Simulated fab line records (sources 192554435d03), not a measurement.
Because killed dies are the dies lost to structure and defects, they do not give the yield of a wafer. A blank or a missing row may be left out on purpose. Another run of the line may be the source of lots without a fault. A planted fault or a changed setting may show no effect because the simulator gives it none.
Lot-split experiment :: flow n5 finfet :: 39 wafers read across 7 lots, on a route 1938 steps long

THE SPLIT ITSELF
At N5_BEOL_M10_ILD_DEP_00 (deposits SiCOH lowk from DEMS/porogen, target thk 308.51 nm, time 58 s), the setting time s was moved away from the recipe's 58 s on 15 of the 39 wafers read, by -19.2% to +46.2%. All remaining wafers had this setting at the recipe value.

BETWEEN THE SPLIT AND THE READING: the file shows 1 step in between
- N5_BEOL_M10_CURE_71: cures SiCOH lowk, time 240 s

THE READING
Values of M10_ILD_THK in nm from N5_BEOL_M10_THK_MEAS_01. Fault-free wafers of this fab line usually give 268 nm, standard deviation 4.5 nm.

wafer: L075.1
tool, chamber at the split: pecvd-01, 1
time s as run, s: 58
against the recipe: recipe
M10_ILD_THK, nm: 268
against lot-mates on the recipe: -

wafer: L075.2
tool, chamber at the split: pecvd-01, 2
time s as run, s: 58
against the recipe: recipe
M10_ILD_THK, nm: 265
against lot-mates on the recipe: -

wafer: L075.3
tool, chamber at the split: pecvd-01, 0
time s as run, s: 58
against the recipe: recipe
M10_ILD_THK, nm: 265
against lot-mates on the recipe: -

wafer: L075.4
tool, chamber at the split: pecvd-01, 1
time s as run, s: 58
against the recipe: recipe
M10_ILD_THK, nm: 277
against lot-mates on the recipe: -

wafer: L075.5
tool, chamber at the split: pecvd-01, 0
time s as run, s: 58
against the recipe: recipe
M10_ILD_THK, nm: 270
against lot-mates on the recipe: -

wafer: L075.6
tool, chamber at the split: pecvd-01, 2
time s as run, s: 58
against the recipe: recipe
M10_ILD_THK, nm: 269
against lot-mates on the recipe: -

wafer: L077.1
tool, chamber at the split: pecvd-02, 1
time s as run, s: 58
against the recipe: recipe
M10_ILD_THK, nm: 266
against lot-mates on the recipe: -

wafer: L077.2
tool, chamber at the split: pecvd-02, 2
time s as run, s: 71.3
against the recipe: +22.9%
M10_ILD_THK, nm: 323
against lot-mates on the recipe: +57

wafer: L077.3
tool, chamber at the split: pecvd-02, 0
time s as run, s: 71.3
against the recipe: +22.9%
M10_ILD_THK, nm: 327
against lot-mates on the recipe: +61

wafer: L077.4
tool, chamber at the split: pecvd-02, 1
time s as run, s: 58
against the recipe: recipe
M10_ILD_THK, nm: 267
against lot-mates on the recipe: -

wafer: L077.5
tool, chamber at the split: pecvd-02, 2
time s as run, s: 58
against the recipe: recipe
M10_ILD_THK, nm: 264
against lot-mates on the recipe: -

wafer: L077.6
tool, chamber at the split: pecvd-02, 0
time s as run, s: 71.3
against the recipe: +22.9%
M10_ILD_THK, nm: 333
against lot-mates on the recipe: +67

wafer: L081.1
tool, chamber at the split: pecvd-01, 0
time s as run, s: 58
against the recipe: recipe
M10_ILD_THK, nm: 271
against lot-mates on the recipe: -

wafer: L081.2
tool, chamber at the split: pecvd-01, 1
time s as run, s: 46.85
against the recipe: -19.2%
M10_ILD_THK, nm: 222
against lot-mates on the recipe: -52

wafer: L081.3
tool, chamber at the split: pecvd-01, 0
time s as run, s: 46.85
against the recipe: -19.2%
M10_ILD_THK, nm: 221
against lot-mates on the recipe: -53

wafer: L081.4
tool, chamber at the split: pecvd-01, 1
time s as run, s: 58
against the recipe: recipe
M10_ILD_THK, nm: 276
against lot-mates on the recipe: -

wafer: L081.5
tool, chamber at the split: pecvd-01, 0
time s as run, s: 46.85
against the recipe: -19.2%
M10_ILD_THK, nm: 225
against lot-mates on the recipe: -49

wafer: L081.6
tool, chamber at the split: pecvd-01, 1
time s as run, s: 58
against the recipe: recipe
M10_ILD_THK, nm: 274
against lot-mates on the recipe: -

wafer: L082.1
tool, chamber at the split: pecvd-02, 1
time s as run, s: 58
against the recipe: recipe
M10_ILD_THK, nm: 264
against lot-mates on the recipe: -

wafer: L082.4
tool, chamber at the split: pecvd-02, 1
time s as run, s: 58
against the recipe: recipe
M10_ILD_THK, nm: 265
against lot-mates on the recipe: -

wafer: L082.6
tool, chamber at the split: pecvd-02, 2
time s as run, s: 58
against the recipe: recipe
M10_ILD_THK, nm: 267
against lot-mates on the recipe: -

wafer: L084.1
tool, chamber at the split: pecvd-03, 2
time s as run, s: 71.67
against the recipe: +23.6%
M10_ILD_THK, nm: 324
against lot-mates on the recipe: +61

wafer: L084.2
tool, chamber at the split: pecvd-03, 0
time s as run, s: 58
against the recipe: recipe
M10_ILD_THK, nm: 261
against lot-mates on the recipe: -

wafer: L084.3
tool, chamber at the split: pecvd-03, 1
time s as run, s: 58
against the recipe: recipe
M10_ILD_THK, nm: 260
against lot-mates on the recipe: -

wafer: L084.4
tool, chamber at the split: pecvd-03, 0
time s as run, s: 58
against the recipe: recipe
M10_ILD_THK, nm: 269
against lot-mates on the recipe: -

wafer: L084.5
tool, chamber at the split: pecvd-03, 1
time s as run, s: 71.67
against the recipe: +23.6%
M10_ILD_THK, nm: 327
against lot-mates on the recipe: +64

wafer: L084.6
tool, chamber at the split: pecvd-03, 2
time s as run, s: 71.67
against the recipe: +23.6%
M10_ILD_THK, nm: 331
against lot-mates on the recipe: +68

wafer: L085.1
tool, chamber at the split: pecvd-02, 1
time s as run, s: 58
against the recipe: recipe
M10_ILD_THK, nm: 268
against lot-mates on the recipe: -

wafer: L085.2
tool, chamber at the split: pecvd-02, 2
time s as run, s: 66.8
against the recipe: +15.2%
M10_ILD_THK, nm: 306
against lot-mates on the recipe: +36

wafer: L085.3
tool, chamber at the split: pecvd-02, 0
time s as run, s: 66.8
against the recipe: +15.2%
M10_ILD_THK, nm: 306
against lot-mates on the recipe: +36

wafer: L085.4
tool, chamber at the split: pecvd-02, 0
time s as run, s: 58
against the recipe: recipe
M10_ILD_THK, nm: 272
against lot-mates on the recipe: -

wafer: L085.5
tool, chamber at the split: pecvd-02, 1
time s as run, s: 66.8
against the recipe: +15.2%
M10_ILD_THK, nm: 312
against lot-mates on the recipe: +42

wafer: L085.6
tool, chamber at the split: pecvd-02, 2
time s as run, s: 58
against the recipe: recipe
M10_ILD_THK, nm: 271
against lot-mates on the recipe: -

wafer: L097.1
tool, chamber at the split: pecvd-01, 0
time s as run, s: 58
against the recipe: recipe
M10_ILD_THK, nm: 267
against lot-mates on the recipe: -

wafer: L097.2
tool, chamber at the split: pecvd-01, 1
time s as run, s: 84.79
against the recipe: +46.2%
M10_ILD_THK, nm: 395
against lot-mates on the recipe: +124

wafer: L097.3
tool, chamber at the split: pecvd-01, 2
time s as run, s: 58
against the recipe: recipe
M10_ILD_THK, nm: 271
against lot-mates on the recipe: -

wafer: L097.4
tool, chamber at the split: pecvd-01, 1
time s as run, s: 84.79
against the recipe: +46.2%
M10_ILD_THK, nm: 400
against lot-mates on the recipe: +129

wafer: L097.5
tool, chamber at the split: pecvd-01, 0
time s as run, s: 58
against the recipe: recipe
M10_ILD_THK, nm: 274
against lot-mates on the recipe: -

wafer: L097.6
tool, chamber at the split: pecvd-01, 2
time s as run, s: 84.79
against the recipe: +46.2%
M10_ILD_THK, nm: 403
against lot-mates on the recipe: +132

FIT RESULTS
A straight line over all 39 wafers: M10_ILD_THK changes by +2.69 nm for each +1% of time s; r = +0.99; the points scatter about the line by 4.9 nm.
The same after taking each lot's own level away (the mean of its wafers on the recipe; 39 wafers): +2.73 nm for each +1%; r = +1.00; scatter 3.3 nm.
On that fit, the largest move of time s shifts the reading by 1.3e+02 nm.
From 263.3 to 273.7 nm: that is the span of the lots' own levels, equal to 2.3 times the standard deviation above.
Consequently the slope shifts little with the lot-to-lot level, the two slopes agreeing.
Check: +127 nm against its lot-mates is what the line predicts for one of the wafers moved furthest among these (+46.2%) when that wafer is left out of the fit. Against them it came out at +124 nm.

THE WHOLE CHAIN: every reading that the file lists as answering this split, in the file's order
step: N5_BEOL_M10_ILD_DEP_00
what it does: deposits SiCOH lowk from DEMS/porogen, target thk 308.51 nm, time 58 s
reading: SiCOH_lowk_of_BEOL_M10_ILD_DEP_00.thk nm (the simulator's own value, which no gauge read)
change (the file's fit): +3.08 nm for each +1% of the setting
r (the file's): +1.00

step: N5_BEOL_M10_CURE_71
what it does: cures SiCOH lowk, time 240 s
reading: SiCOH_lowk_of_BEOL_M10_ILD_DEP_00.thk nm (the simulator's own value, which no gauge read)
change (the file's fit): +2.73 nm for each +1% of the setting
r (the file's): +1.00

step: N5_BEOL_M10_THK_MEAS_01
what it does: 
reading: M10_ILD_THK
change (the file's fit): +2.73 for each +1% of the setting
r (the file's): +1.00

THE FILE'S OWN FIT
M10_ILD_THK changes by +2.73 nm for each +1% of time s, r = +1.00.
